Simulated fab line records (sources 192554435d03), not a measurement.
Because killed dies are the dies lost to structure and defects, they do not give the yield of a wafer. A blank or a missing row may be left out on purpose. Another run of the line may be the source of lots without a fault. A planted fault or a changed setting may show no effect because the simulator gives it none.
Comparing a struck lot with a sound one	flow n5_finfet	16 out of 1938 route steps
Sound: these wafers, L218.1, L218.2, L218.6. Struck: wafers L237.3, L237.4, L237.5. Last of all comes the cause.
Each step with rows lists, per side, the tool, then ch with its chambers, then its first start. Under that, the readings that differ: sound wafers	struck wafers	difference of the means	sigmas: that difference in standard deviations of wafers without a fault.
alike: readings whose means differ by less than 2 such deviations, and words and numbers that are the same on both sides. not compared: withheld readings, readings that some wafer has no value for, bounds like >300 that may hide the same value, and numbers for which the record gives no deviation and whose values overlap.
A row with sigmas, a row that says differs or no value, or rows on one side alone: a step with any of these is where the two part. Numbers that have no deviation but don't overlap get no sigmas and don't part them. A reading missing from all wafers of one side parts the sides only when that side holds two or more wafers.

first, 1 step without rows for these wafers: N5_BEOL_M0_SAQP_MANDREL1_REMOVE_100 (chemistry HBr/Cl2/O2, target a-Si, stops on SiNx, bt time 10 s).
N5_BEOL_M0_SAQP_CD_MEAS_25: the cd target is 13.1 nm.
  sound on cd_sem-03 ch 0, day 5 21:22; struck on cd_sem-01 ch 0, day 10 14:34
  alike: cd_nm
then, 1 step without rows for these wafers: N5_BEOL_M0_SAQP_ETCH_101 (etches SiNx in CH3F/O2, target depth 29.9 nm, time 42.7 s).
N5_BEOL_M0_SAQP_ETCH_102: etches SiO2 in CF4, target depth 4 nm, time 4.4 s.
  sound on rie_si-03 ch 1,2,3, day 5 21:33; struck on rie_si-01 ch 1,2,3, day 10 14:49
  alike: drypump_motor_current_A, oes_product_au, throttle_valve_pct
  not compared: rf_hours_counter_h
then, 3 steps without rows for these wafers: N5_BEOL_M0_SAQP_MANDREL_ETCH_103 (etches a-Si in HBr/Cl2, stops on SiCN, target depth 45 nm, bt time 10 s, time 27 s); N5_BEOL_M0_SAQP_RECESS_104 (chemistry HF/NH3, target SiO2, target depth 18 nm, afs cycles 3, sublimation time 60 s); N5_BEOL_M0_SAQP_COAT_105 (time 60 s, resist thk 100 nm).
N5_BEOL_M0_SAQP_ETCH_106: etches SOC in N2/H2, stops on SiNx, target depth 150 nm.
  sound on rie_diel-04 ch 0,1,3, day 5 22:07; struck on rie_diel-04 ch 0,1,2, day 10 15:22
  alike: drypump_motor_current_A, oes_product_au, rf_vpp_V, showerhead_plenum_p_Torr, throttle_valve_pct
  not compared: rf_hours_counter_h
then, 1 step without rows for these wafers: N5_BEOL_M0_SAQP_ETCH_107 (etches SiNx in CH3F/O2, target depth 30 nm).
N5_BEOL_M0_SAQP_STRIP_108: strips in N2/H2.
  sound on rie_diel-04 ch 0,1,3, day 5 22:13; struck on rie_diel-04 ch 0,1,2, day 10 15:28
  alike: drypump_motor_current_A, oes_product_au, rf_vpp_V, showerhead_plenum_p_Torr, throttle_valve_pct
  not compared: rf_hours_counter_h
then, 1 step without rows for these wafers: N5_BEOL_M0_SAQP_RECESS_109 (chemistry HF/NH3, target SiO2, target depth 3 nm, afs cycles 1, sublimation time 60 s).
N5_BEOL_M0_SAQP_SPACER2_ALD_26: deposits SiO2, target thk 15 nm, pulse time 1 s, purge time 2 s.
  sound on ald_sin-03 ch 0,2, day 5 22:25; struck on ald_sin-03 ch 1,2,3, day 10 15:41
  alike: heater_power_outer_w, heater_power_w, precursor_pulse_height_rel
N5_BEOL_M0_SAQP_SPACER2_ETCHBACK_27: etches SiO2 in CHF3/O2, target depth 22.5 nm, time 11.25 s.
  sound on rie_diel-06 ch 1,2, day 5 22:58; struck on rie_diel-06 ch 0,2, day 10 16:17
  no value came back on the struck wafers for any of 7 readings (CHF3_flow_sccm (sccm), O2_flow_sccm (sccm) and others); on the sound wafers CHF3_flow_sccm (sccm) reads 50.07 50.13 50.13
reading	sound	struck	difference	sigmas
model.a-Si_of_BEOL_M0_SAQP_PECVD_96.thk_nm (nm)	43.2 43.4 43	43.6 44 44.6	+0.9	
  not compared: rf_hours_counter_h
N5_BEOL_M0_SAQP_MANDREL2_REMOVE_110: chemistry HBr/Cl2/O2, target a-Si, stops on SiCN, bt time 10 s.
  sound on rie_si-01 ch 0,2, day 5 23:04; struck on rie_si-02 ch 0,2,3, day 10 16:22
  alike: drypump_motor_current_A, oes_product_au, throttle_valve_pct
  not compared: rf_hours_counter_h
N5_BEOL_M4_RC_MEAS_101:
  the record has rows for the sound wafers here (prober-02 ch 0, day 8 15:31) and none for the struck ones
-- record jumps: 7 days separate the struck wafers' starts on either side; left off in module BEOL_M4, taken up again in module PASSIVATION, whose first shown step is the route's number 1936 --
N5_PASSIVATION_PROBE_49:
  sound on prober-01 at day 13 09:02; struck on prober-01 at day 17 17:21
reading	sound	struck	difference	sigmas
defect_limited_yield (%)	90.9 88.3 90.2	0 0 0	-90	-60
killed_at_M0_to_M3	44 54 48	1101 1113 1096	+1055	+88
killed_dies	107 138 116	1180 1180 1180	+1060	+59
killed_on_rim	13 12 13	152 152 152	+139	+31
sort_bin_5_function (%)	5.4 7.5 5.5	95.2 95.9 94.7	+89.1	+89
sort_n_pass	1073 1042 1064	0 0 0	-1060	-59
sort_yield_pct (%)	90.9 88.3 90.2	0 0 0	-90	-60
  alike: killed_at_M4_up, killed_at_contacts, killed_at_front_end, killed_at_other, killed_open, killed_short, sort_bin_6_memory

## WHERE THEY PART
Earliest at N5_BEOL_M0_SAQP_SPACER2_ETCHBACK_27; latest, in this record, at N5_PASSIVATION_PROBE_49.

WHY: whatever the simulator had introduced
Entire step skipped (rie_diel-06, N5_BEOL_M0_SAQP_SPACER2_ETCHBACK_27), from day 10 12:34 onward. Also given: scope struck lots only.
